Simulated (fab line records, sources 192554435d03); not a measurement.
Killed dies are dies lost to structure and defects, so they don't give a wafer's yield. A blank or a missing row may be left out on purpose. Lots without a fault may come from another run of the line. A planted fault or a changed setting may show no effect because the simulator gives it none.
fab line records | flow n5_finfet
record lots=9 wafers=25 last_day=18
route steps=1938 shown BEOL_M3@947 BEOL_M4@1111 PASSIVATION@1936
lots that met no fault: from a run of the same line without faults
start_h: hours from the record's first day to the start of the lot's first wafer shown | wait_h: hours since the lot's step before | " the same as in the row above | L1.1+2: a row that stands for several wafers | - no value, or no start given | * or withheld: withheld | < > ~ a bound
route shown NAME@n: a module of which the file shows steps, and the number in the route of the first | usual: mean/standard deviation of fault-free wafers | same: alike in all rows | chamber/n: place in a boat | sites: the reading at each site | _std_site: their standard deviation | _edge_site: outer sites' mean less inner sites' | radius_mm: how far each site lies from the wafer's centre | mask NAME#n: copy n | behind: the tool/chamber that last shaped the wafer | hold: why the lot was held/for how many hours/how that ended | device: the transistor (n, p or np) that didn't switch | end of line: the same wafers' tests at the end of the route | a step without rows: its recipe alone | killed: dies lost to structure and defects at the first sort, not the wafer's yield | map: a wafer's dies, x killed, . not, _ none there
set.NAME: the setting as run; set.NAME@STEP: as run at that earlier step | model.NAME: the simulator's own value behind a step, which no gauge read
steps of the route over a sample of lots; a table a step, a row a wafer
services: from which hour (start_h, from the record's first day; less than 0 if before it) a tool's chamber was out of use, for how many hours, and why
## steps
# step N5_BEOL_M3_DESCUM_16
# recipe chemistry=O2 time_s=7 source_power_w=50 bias_power_w=20 pressure_mtorr=20 rf_frequency_hz=2.712e+07 temp_c=40 resist=CAR-EUV o2_flow_sccm=225
# usual drypump_motor_current_A=5.8/0.48 o2_flow_sccm=225.0/0.65 oes_product_au=0.71/0.046 rf_vpp_V=243.7/1.2 showerhead_plenum_p_Torr=2.13/0.057 throttle_valve_pct=20.51/0.17
# columns lot.wafer tool chamber start_h wait_h drypump_motor_current_A o2_flow_sccm oes_product_au rf_hours_counter_h rf_vpp_V showerhead_plenum_p_Torr throttle_valve_pct
L667.3 rie_diel-06 3 149.17 0.0 5.1 224.7 0.74 194 242.4 2.00 20.59
L667.4 " 1 " " 5.7 224.1 0.70 194 244.1 2.18 20.31
L667.5 " 1 " " 5.7 225.2 0.71 - 244.3 2.18 20.34
L668.1 rie_diel-06 3 151.82 0.0 5.2 224.9 0.74 195 242.0 2.00 20.62
L668.2 " 0 " " 5.7 224.8 0.70 188 245.7 2.20 20.51
L668.3 " 2 " " 6.7 225.8 0.80 125 242.4 2.03 20.44
L670.1 rie_diel-05 1 168.95 0.0 5.1 225.3 0.71 188 244.3 2.17 20.59
L670.3 " 0 " " 5.3 225.5 0.76 153 244.1 2.17 20.17
L670.4 " 2 " " 6.3 225.8 0.73 199 245.2 2.18 20.36
L674.3 rie_diel-05 2 192.56 0.2 6.3 225.4 0.73 206 243.0 2.17 20.38
L674.4 " 1 " " 5.1 225.6 0.70 194 243.1 2.17 20.59
L678.3 rie_diel-03 0 223.30 0.4 5.9 225.6 0.70 202 243.1 2.15 20.42
L678.4 " 1 " " 6.4 224.4 0.68 245 244.7 2.14 20.54
L678.5 " 1 " " 6.4 225.3 0.67 - 245.8 2.14 20.52
L679.3 rie_diel-06 0 226.47 0.0 5.7 225.2 0.70 211 245.2 2.19 20.54
L679.4 " 3 " " 5.1 225.0 0.73 218 241.3 1.99 20.62
L679.5 " 0 " " 5.7 223.9 0.70 - 244.7 2.19 20.53
L682.4 rie_diel-05 2 253.05 0.5 6.3 225.8 0.71 223 243.7 2.17 20.40
L682.5 " 0 " " 5.3 225.0 0.74 - 243.9 2.17 20.20
L682.6 " 1 " " 5.1 225.3 0.68 - 244.3 2.16 20.62
L686.2 rie_diel-05 1 261.04 0.0 5.1 225.8 0.69 214 243.5 2.16 20.62
L686.3 " 3 " " 6.0 224.4 0.64 247 242.9 2.06 20.61
L686.4 " 0 " " 5.3 224.0 0.74 178 244.8 2.16 20.22
L688.1 rie_diel-05 1 299.93 0.0 5.1 224.4 0.69 219 243.7 2.16 20.64
L688.3 " 0 " " 5.3 223.7 0.73 190 243.7 2.16 20.25
# step N5_BEOL_M3_STRIP_66
# recipe chemistry=CF4 resist=SiARC power_w=300 bias_power_w=75 pressure_mtorr=50 cf4_flow_sccm=150 rf_frequency_hz=6e+07
# usual drypump_motor_current_A=5.8/0.48 oes_product_au=0.71/0.042 rf_vpp_V=271.8/1.2 showerhead_plenum_p_Torr=1.82/0.045 throttle_valve_pct=13.67/0.18
# columns lot.wafer tool chamber start_h wait_h drypump_motor_current_A oes_product_au rf_hours_counter_h rf_vpp_V showerhead_plenum_p_Torr throttle_valve_pct
L667.3 rie_diel-06 3 149.38 0.0 5.1 0.74 194 269.0 1.74 13.79
L667.4 " 1 " " 5.7 0.70 194 271.8 1.85 13.46
L667.5 " 1 " " 5.7 0.69 - 273.2 1.85 13.47
L668.1 rie_diel-06 3 152.02 0.0 5.2 0.73 195 272.0 1.74 13.80
L668.2 " 0 " " 5.7 0.71 188 272.0 1.85 13.48
L668.3 " 2 " " 6.7 0.77 125 269.6 1.73 13.57
L670.1 rie_diel-05 1 169.15 0.0 5.1 0.70 188 273.0 1.86 13.80
L670.3 " 0 " " 5.3 0.75 153 273.6 1.88 13.46
L670.4 " 2 " " 6.3 0.73 199 273.0 1.83 13.42
L674.3 rie_diel-05 2 192.77 0.0 6.4 0.72 206 272.0 1.83 13.43
L674.4 " 1 " " 5.1 0.70 194 272.0 1.86 13.83
L678.3 rie_diel-03 0 223.51 0.0 5.9 0.69 202 271.3 1.85 13.66
L678.4 " 1 " " 6.4 0.67 245 270.7 1.81 13.77
L678.5 " 1 " " 6.5 0.67 - 272.0 1.81 13.78
L679.3 rie_diel-06 0 226.68 0.0 5.7 0.69 211 272.2 1.84 13.54
L679.4 " 3 " " 5.2 0.72 218 269.6 1.73 13.84
L679.5 " 0 " " 5.7 0.69 - 270.2 1.84 13.52
L682.4 rie_diel-05 2 253.25 0.0 6.3 0.71 224 271.9 1.82 13.47
L682.5 " 0 " " 5.3 0.73 - 273.8 1.87 13.51
L682.6 " 1 " " 5.1 0.69 - 271.8 1.86 13.87
L686.2 rie_diel-05 1 261.25 0.0 5.1 0.68 214 270.7 1.86 13.87
L686.3 " 3 " " 6.0 0.66 247 271.7 1.76 13.80
L686.4 " 0 " " 5.3 0.73 178 273.0 1.87 13.53
L688.1 rie_diel-05 1 300.13 0.0 5.1 0.69 219 272.4 1.85 13.88
L688.3 " 0 " " 5.3 0.72 191 270.9 1.87 13.56
# step N5_BEOL_M3_HM_OPEN_17
# recipe chemistry=Cl2/BCl3 target_depth_a=200 overetch_a=60 target=TiN mask_material=SOC ion_energy_ev=150 pressure_mtorr=10 icp_w=1000 bias_w=126 Cl2_flow_sccm=53.25 bcl3_flow_sccm=21.75 Ar_flow_sccm=25
# usual bcl3_flow_sccm=21.75/0.061 drypump_motor_current_A=5.4/0.36 oes_ar_750_au=0.73/0.09 oes_product_au=0.61/0.07 throttle_valve_pct=22.19/0.29
# columns lot.wafer tool chamber start_h wait_h bcl3_flow_sccm drypump_motor_current_A oes_ar_750_au oes_product_au rf_hours_counter_h throttle_valve_pct
L667.3 rie_metal-02 1 149.45 0.1 21.73 4.9 0.86 0.72 - 22.38
L667.4 " 0 " " 21.66 5.3 0.66 0.57 - 22.15
L667.5 " 1 " " 21.68 5.0 0.87 0.72 - 22.36
L668.1 rie_metal-02 0 152.09 0.1 21.76 5.3 0.66 0.57 92 22.14
L668.2 " 1 " " 21.76 5.0 0.86 0.72 19 22.37
L668.3 " 1 " " 21.76 5.0 0.87 0.72 - 22.37
L670.1 rie_metal-01 0 169.21 0.0 21.76 5.9 0.68 0.57 86 22.47
L670.3 " 1 " " 21.78 5.3 0.82 0.67 - 21.99
L670.4 " 0 " " 21.69 5.9 0.68 0.56 - 22.46
L674.3 rie_metal-03 0 192.84 0.1 21.87 5.6 0.61 0.52 - 22.33
L674.4 " 1 " " 21.78 6.0 0.77 0.67 - 21.54
L678.3 rie_metal-02 1 223.58 0.1 21.68 5.0 0.83 0.69 - 22.41
L678.4 " 0 " " 21.72 5.4 0.65 0.57 - 22.17
L678.5 " 1 " " 21.77 5.0 0.83 0.69 - 22.39
L679.3 rie_metal-03 1 226.75 0.1 21.73 6.0 0.76 0.66 - 21.55
L679.4 " 0 " " 21.68 5.6 0.61 0.50 - 22.34
L679.5 " 1 " " 21.64 6.0 0.77 0.65 - 21.56
L682.4 rie_metal-02 1 253.35 0.1 21.82 5.0 0.82 0.68 - 22.40
L682.5 " 1 " " 21.82 5.0 0.81 0.68 - 22.40
L682.6 " 0 " " 21.85 5.3 0.64 0.54 - 22.19
L686.2 rie_metal-01 1 261.30 0.0 21.82 5.3 0.81 0.67 31 22.01
L686.3 " 0 " " 21.68 5.9 0.67 0.56 - 22.46
L686.4 " 1 " " 21.77 5.3 0.81 0.66 - 22.01
L688.1 rie_metal-01 0 300.19 0.0 21.80 5.9 0.66 0.55 96 22.48
L688.3 " 0 " " 21.71 5.9 0.66 0.55 - 22.48
# step N5_BEOL_M3_INSPECT_30
# recipe mode=adi inspect_instrument=brightfield
# usual raw_defect_count=415/94
# columns lot.wafer tool chamber start_h wait_h raw_defect_count
L667.3 defect_inspect-01 - 150.01 0.0 448
L667.4 " - " " 467
L667.5 " - " " 411
L668.1 defect_inspect-01 - 152.68 0.1 474
L668.2 " - " " 558
L668.3 " - " " 513
L670.1 defect_inspect-02 - 169.92 0.1 473
L670.3 " - " " 402
L670.4 " - " " 486
L674.3 defect_inspect-01 - 193.42 0.0 502
L674.4 " - " " 633
L678.3 defect_inspect-02 - 224.14 0.0 739
L678.4 " - " " 730
L678.5 " - " " 760
L679.3 defect_inspect-02 - 227.53 0.0 461
L679.4 " - " " 408
L679.5 " - " " 361
L682.4 defect_inspect-02 - 253.98 0.0 762
L682.5 " - " " 779
L682.6 " - " " 676
L686.2 defect_inspect-02 - 262.72 0.8 475
L686.3 " - " " 419
L686.4 " - " " 410
L688.1 defect_inspect-02 - 300.90 0.1 407
L688.3 " - " " 574
# step N5_BEOL_M3_ETCH_41
# recipe chemistry=CH3F/O2 target=SiCN target_depth_a=299 taper_deg=2 time_s=52.5 ion_energy_ev=120 mask_material=TiN pressure_mtorr=30 source_w=395 bias_w=75 Ar_flow_sccm=150 CH3F_flow_sccm=30 O2_flow_sccm=20
# usual drypump_motor_current_A=5.8/0.48 oes_product_au=0.71/0.047 rf_vpp_V=298.0/1.5 showerhead_plenum_p_Torr=2.04/0.057 throttle_valve_pct=16.44/0.18
# columns lot.wafer tool chamber start_h wait_h drypump_motor_current_A oes_product_au rf_hours_counter_h rf_vpp_V showerhead_plenum_p_Torr throttle_valve_pct
L667.3 rie_diel-06 3 - - 5.2 0.74 195 295.0 1.91 16.41
L667.4 " 2 " " 6.7 0.78 126 295.2 1.95 16.41
L667.5 " 1 " " 5.7 0.71 - 298.1 2.09 16.30
L668.1 rie_diel-05 3 - - 6.1 0.69 216 298.9 2.00 16.55
L668.2 " 1 " " 5.1 0.70 182 300.4 2.09 16.55
L668.3 " 2 " " 6.3 0.73 194 298.4 2.08 16.26
L670.1 rie_diel-05 0 - - 5.3 0.77 156 299.7 2.08 16.12
L670.3 " 2 " " 6.4 0.73 203 298.9 2.08 16.28
L670.4 " 3 " " 6.0 0.68 224 297.0 2.00 16.59
L674.3 rie_diel-03 2 - - 5.7 0.77 113 299.6 2.02 16.56
L674.4 " 0 " " 5.9 0.72 194 299.5 2.08 16.40
L678.3 rie_diel-06 0 - - 5.7 0.69 211 298.6 2.04 16.15
L678.4 " 2 " " 6.7 0.77 146 295.8 1.94 16.43
L678.5 " 2 " " 6.7 0.77 - 294.5 1.94 16.44
L679.3 rie_diel-05 3 - - 6.1 0.68 240 296.7 1.99 16.62
L679.4 " 2 " " 6.3 0.73 220 298.6 2.07 16.29
L679.5 " 2 " " 6.3 0.72 - 299.4 2.07 16.29
L682.4 rie_diel-06 1 - - 5.7 0.68 228 298.9 2.08 16.33
L682.5 " 1 " " 5.7 0.67 - 298.9 2.08 16.34
L682.6 " 2 " " 6.7 0.75 - 296.0 1.93 16.46
L686.2 rie_diel-05 0 - - 5.3 0.76 179 299.2 2.08 16.18
L686.3 " 3 " " 6.0 0.66 248 296.2 1.99 16.64
L686.4 " 1 " " 5.1 0.69 214 298.5 2.08 16.63
L688.1 rie_diel-06 0 - - 5.7 0.68 235 299.3 2.03 16.20
L688.3 " 1 " " 5.7 0.67 240 298.3 2.08 16.36
# step N5_BEOL_M4_RC_MEAS_101
# usual DIBL_N=36.2/2.2 DIBL_P=36.5/3 IOFF_N=0.16/0.039 IOFF_P=0.22/0.047 ION_N=675/15 ION_P=463/10 SS_N=71.6/0.71 SS_P=73.4/0.94 VT_N=250/3.6 VT_P=-250/3.9
# columns lot.wafer tool chamber start_h wait_h DIBL_N[mV/V] DIBL_P[mV/V] IOFF_N[nA/um] IOFF_P[nA/um] ION_N[uA/um] ION_P[uA/um] SS_N[mV/dec] SS_P[mV/dec] VT_N[mV] VT_P[mV]
L667.3 prober-01 0 167.53 0.3 36.4 33.6 0.14 0.17 661 450 71.7 72.8 251 -255
L667.4 " 0 " " 34.3 31.7 0.12 0.16 666 458 71.3 72.0 249 -254
L667.5 " 0 " " 34.3 31.1 0.12 0.14 654 450 71.8 72.2 251 -253
L668.1 prober-02 0 169.20 0.0 35.0 34.9 0.13 0.22 644 451 71.5 73.5 255 -250
L668.2 " 0 " " 34.3 32.9 0.11 0.16 654 455 70.7 72.8 255 -253
L668.3 " 0 " " 33.8 33.2 0.13 0.18 670 464 70.5 73.0 250 -250
L670.1 prober-02 0 194.60 0.0 35.1 35.7 0.14 0.18 664 451 71.3 73.3 253 -254
L670.3 " 0 " " 35.4 37.1 0.15 0.21 678 468 71.5 73.0 250 -250
L670.4 " 0 " " 32.2 32.7 0.10 0.16 650 450 70.5 72.2 257 -253
L674.3 prober-02 0 218.42 0.3 29.9 28.0 0.08 0.10 634 431 70.5 71.9 259 -261
L674.4 " 0 " " 35.6 35.0 0.17 0.17 681 455 71.5 72.6 247 -256
L678.3 prober-02 0 248.58 0.3 37.4 38.3 0.19 0.28 672 466 72.0 74.1 249 -246
L678.4 " 0 " " 36.6 35.0 0.16 0.21 664 459 71.3 73.4 251 -250
L678.5 " 0 " " 35.1 35.2 0.15 0.21 671 469 71.8 73.5 251 -249
L679.3 prober-02 0 256.66 0.3 35.9 35.5 0.14 0.19 686 468 71.3 72.7 249 -251
L679.4 " 0 " " 41.9 41.5 0.26 0.29 690 470 73.5 74.6 243 -248
L679.5 " 0 " " 36.9 35.8 0.15 0.19 685 461 71.1 73.0 253 -253
L682.4 prober-02 0 272.44 0.5 36.4 37.1 0.15 0.20 681 471 71.8 73.2 253 -250
L682.5 " 0 " " 36.7 37.5 0.15 0.21 680 474 71.8 73.5 252 -250
L682.6 " 0 " " 33.9 33.5 0.12 0.16 657 453 70.7 72.0 254 -253
L686.2 prober-01 0 286.86 0.2 36.1 37.7 0.18 0.27 673 466 72.0 74.1 249 -245
L686.3 " 0 " " 34.7 35.3 0.15 0.22 683 473 71.0 73.4 249 -248
L686.4 " 0 " " 37.6 37.5 0.20 0.26 681 467 71.9 73.8 244 -247
L688.1 prober-02 0 317.23 0.0 42.3 42.9 0.26 0.34 684 467 72.5 76.7 247 -246
L688.3 " 0 " " 34.6 33.3 0.12 0.16 661 457 70.7 73.3 254 -255
# step N5_PASSIVATION_PROBE_49
# usual defect_limited_yield=91.5/1.5 killed_at_M0_to_M3=32/10 killed_at_M4_up=13/4.9 killed_at_contacts=13/6.1 killed_at_front_end=38/11 killed_at_other=3/3.2 killed_dies=101/18 killed_on_rim=13/4.4 killed_open=66/13 killed_short=32/8.3 sort_bin_5_function=5.0/1 sort_bin_6_memory=3.2/0.74 sort_bin_8_speed=0.1/1.1 sort_n_pass=1078/22 sort_yield_pct=91.3/1.9
# same gross_dies=1180 killed_at_back_side=0 sort_bin_4_leakage[%]=0
# columns lot.wafer tool chamber start_h wait_h defect_limited_yield[%] killed_at_M0_to_M3 killed_at_M4_up killed_at_contacts killed_at_front_end killed_at_other killed_dies killed_on_rim killed_open killed_short sort_bin_5_function[%] sort_bin_6_memory[%] sort_bin_8_speed[%] sort_n_pass sort_yield_pct[%]
L667.3 prober-01 - 268.89 0.1 94.1 14 4 10 40 2 70 11 39 29 3.0 2.5 0 1110 94.1
L667.4 prober-01 - 268.94 0.2 93.0 13 17 18 30 5 83 10 50 27 5.3 1.6 0 1097 93.0
L667.5 prober-01 - 268.99 0.2 92.8 14 11 18 41 1 85 13 58 26 4.8 2.3 0 1095 92.8
L668.1 prober-01 - 281.43 0.0 91.6 27 17 13 42 0 99 8 66 28 4.7 3.6 0.1 1080 91.5
L668.2 prober-01 - 281.48 0.1 91.6 28 11 19 38 3 99 21 59 32 4.2 4.0 0 1081 91.6
L668.3 prober-01 - 281.53 0.1 92.5 35 11 11 31 1 89 11 58 28 4.6 2.6 0 1091 92.5
L678.3 prober-02 - 352.82 0.1 83.1 109 12 26 47 5 199 31 68 29 10.1 3.9 0 981 83.1
L678.4 prober-02 - 352.87 0.2 85.9 86 21 20 36 3 166 29 72 33 8.1 4.1 0 1014 85.9
L678.5 prober-02 - 352.92 0.2 82.3 116 9 12 67 5 209 31 87 30 10.5 4.5 0 971 82.3
L682.4 prober-01 - 386.88 0.2 85.1 103 10 15 47 1 176 28 62 31 9.7 3.6 0 1004 85.1
L682.5 prober-01 - 386.93 0.2 84.3 114 22 6 41 2 185 31 57 38 9.4 4.1 0 995 84.3
L682.6 prober-01 - 386.98 0.3 85.6 90 16 7 49 8 170 43 81 34 9.1 4.2 0 1010 85.6
# killed by level:class
L667.3 FIN_SAQP:geometric_particle:short=13 FIN_SAQP:geometric_particle:open=7 STI_FIN_REVEAL:geometric_particle:open=7 MOL_CONTACT_COAG:geometric_particle:short=5 MOL_CONTACT_COAG:geometric_particle:open=5 BEOL_M0_SAQP:geometric_particle:open=4 BEOL_M3:geometric_particle:open=3 STARTING-WAFER:geometric_particle:short=3
L667.4 MOL_CONTACT_COAG:geometric_particle:open=14 FIN_SAQP:geometric_particle:open=7 BEOL_M4:geometric_particle:open=6 FIN_SAQP:geometric_particle:short=5 STI_FIN_REVEAL:geometric_particle:open=5 MOL_CONTACT_COAG:geometric_particle:short=4 BEOL_M3:geometric_particle:open=4 PASS1_CAP:geometric_particle:short=3
L667.5 FIN_SAQP:geometric_particle:open=15 MOL_CONTACT_COAG:geometric_particle:open=14 FIN_SAQP:geometric_particle:short=8 STI_FIN_REVEAL:geometric_particle:open=5 MOL_CONTACT_COAG:geometric_particle:short=4 BEOL_M0_SAQP:geometric_particle:open=4 STI_FIN_REVEAL:geometric_particle:short=3 BEOL_M3:geometric_particle:open=3
L668.1 FIN_SAQP:geometric_particle:open=10 MOL_CONTACT_COAG:geometric_particle:open=9 STI_FIN_REVEAL:geometric_particle:open=7 BEOL_M0_SAQP:geometric_particle:short=7 BEOL_M1:geometric_particle:open=7 BEOL_M2:geometric_particle:open=6 BEOL_M4:geometric_particle:open=6 STARTING-WAFER:geometric_particle:open=6
L668.2 MOL_CONTACT_COAG:geometric_particle:open=14 FIN_SAQP:geometric_particle:open=11 STI_FIN_REVEAL:geometric_particle:short=6 STI_FIN_REVEAL:geometric_particle:open=6 FIN_SAQP:geometric_particle:short=5 BEOL_M1:geometric_particle:open=5 BEOL_M1:geometric_particle:short=5 MOL_CONTACT_COAG:geometric_particle:short=4
L668.3 STI_FIN_REVEAL:geometric_particle:open=11 BEOL_M1:geometric_particle:open=8 MOL_CONTACT_COAG:geometric_particle:open=8 BEOL_M0_SAQP:geometric_particle:short=7 BEOL_M0_SAQP:geometric_particle:open=6 GATE_CUT:geometric_particle:open=5 GATE_CUT:geometric_particle:short=4 BEOL_M2:geometric_particle:open=4
L678.3 BEOL_M3:unspecified=82 HKMG_FIN:area_etch=18 MOL_CONTACT_COAG:geometric_particle:open=17 BEOL_M1:geometric_particle:open=9 MOL_CONTACT_COAG:geometric_particle:short=7 FIN_SAQP:geometric_particle:open=6 BEOL_M4:geometric_particle:open=6 STI_FIN_REVEAL:geometric_particle:open=4
L678.4 BEOL_M3:unspecified=60 MOL_CONTACT_COAG:geometric_particle:open=17 BEOL_M3:geometric_particle:open=8 GATE_CUT:geometric_particle:short=7 BEOL_M4:geometric_particle:open=6 FIN_SAQP:geometric_particle:open=5 BEOL_M0_SAQP:geometric_particle:open=5 BEOL_M5:geometric_particle:open=4
L678.5 BEOL_M3:unspecified=76 STI_FIN_REVEAL:geometric_particle:open=16 HKMG_FIN:area_etch=14 MOL_CONTACT_COAG:geometric_particle:open=11 BEOL_M2:geometric_particle:open=10 BEOL_M3:geometric_particle:open=9 DUMMY_GATE:geometric_particle:open=7 BEOL_M1:geometric_particle:open=6
L682.4 BEOL_M3:unspecified=82 MOL_CONTACT_COAG:geometric_particle:open=13 STI_FIN_REVEAL:geometric_particle:open=11 FIN_SAQP:geometric_particle:short=8 STARTING-WAFER:geometric_particle:open=6 FIN_SAQP:geometric_particle:open=5 BEOL_M0_SAQP:geometric_particle:short=4 BEOL_M0:geometric_particle:open=4
L682.5 BEOL_M3:unspecified=89 BEOL_M4:geometric_particle:open=11 FIN_SAQP:geometric_particle:short=10 BEOL_M2:geometric_particle:open=9 STI_FIN_REVEAL:geometric_particle:open=9 MOL_CONTACT_COAG:geometric_particle:open=5 BEOL_M4:geometric_particle:short=5 STARTING-WAFER:geometric_particle:short=5
L682.6 BEOL_M3:unspecified=54 BEOL_M2:geometric_particle:open=14 FIN_SAQP:geometric_particle:open=10 FIN_SAQP:geometric_particle:short=10 STI_FIN_REVEAL:geometric_particle:open=10 BEOL_M3:geometric_particle:open=8 BEOL_M5:geometric_particle:open=5 BEOL_M4:geometric_particle:open=5
## services
# columns tool chamber start_h hours kind
rie_diel-03 1 127.54 46.7 repair
rie_diel-05 3 136.41 7.8 repair
rie_metal-01 - 143.73 22.0 repair
rie_diel-06 - 182.23 2.8 pm
rie_metal-01 1 183.54 40.6 repair
rie_metal-01 1 224.29 8.2 repair
rie_diel-03 - 242.73 14.6 pm
rie_metal-01 - 246.65 1.1 repair
rie_metal-03 0 262.62 - clean
rie_metal-03 0 262.62 13.7 scheduled_down
rie_metal-03 0 262.62 13.7 vent_cycle
rie_diel-05 3 272.30 - clean
rie_diel-05 3 272.30 - consumable_replace:focus_ring
rie_diel-05 3 272.30 16.6 scheduled_down
rie_diel-05 3 272.30 16.6 vent_cycle
rie_diel-03 3 279.83 - clean
rie_diel-03 3 279.83 - consumable_replace:focus_ring
rie_diel-03 3 279.83 23.5 scheduled_down
rie_diel-03 3 279.83 23.5 vent_cycle
rie_diel-05 1 282.09 17.6 repair
rie_metal-01 1 289.45 1.2 repair
rie_diel-05 2 299.70 4.2 repair
rie_diel-05 - 302.74 1.0 repair
## key
first_sign step=N5_BEOL_M3_INSPECT_30 reading=raw_defect_count direction=up sigmas=3.5 usual=415 struck=741
effect step=N5_PASSIVATION_PROBE_49 reading=killed_at_M0_to_M3 direction=up sigmas=7.1 usual=32 struck=103
more_kills_born_at N5_BEOL_M3_HM_OPEN_17@rie_metal-02=443
met_at N5_BEOL_M3_HM_OPEN_17
struck_lots L678,L682
baseline_loss step=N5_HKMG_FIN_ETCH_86 wafers=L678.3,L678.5
not_acting_at N5_BEOL_M3_DESCUM_16,N5_BEOL_M3_STRIP_66,N5_BEOL_M3_ETCH_41
onset_between 152.09 223.58
fault kind=chamber_particle_source tool=rie_metal-02 chamber=- onset_h=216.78 steps=N5_BEOL_M3_HM_OPEN_17 rate_per_visit_cm2=0.54738 end_h=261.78
# baseline_loss: these wafers lose ten dies or more at that step, a loss of the line's own and not of a fault; the sort's usual values leave them out
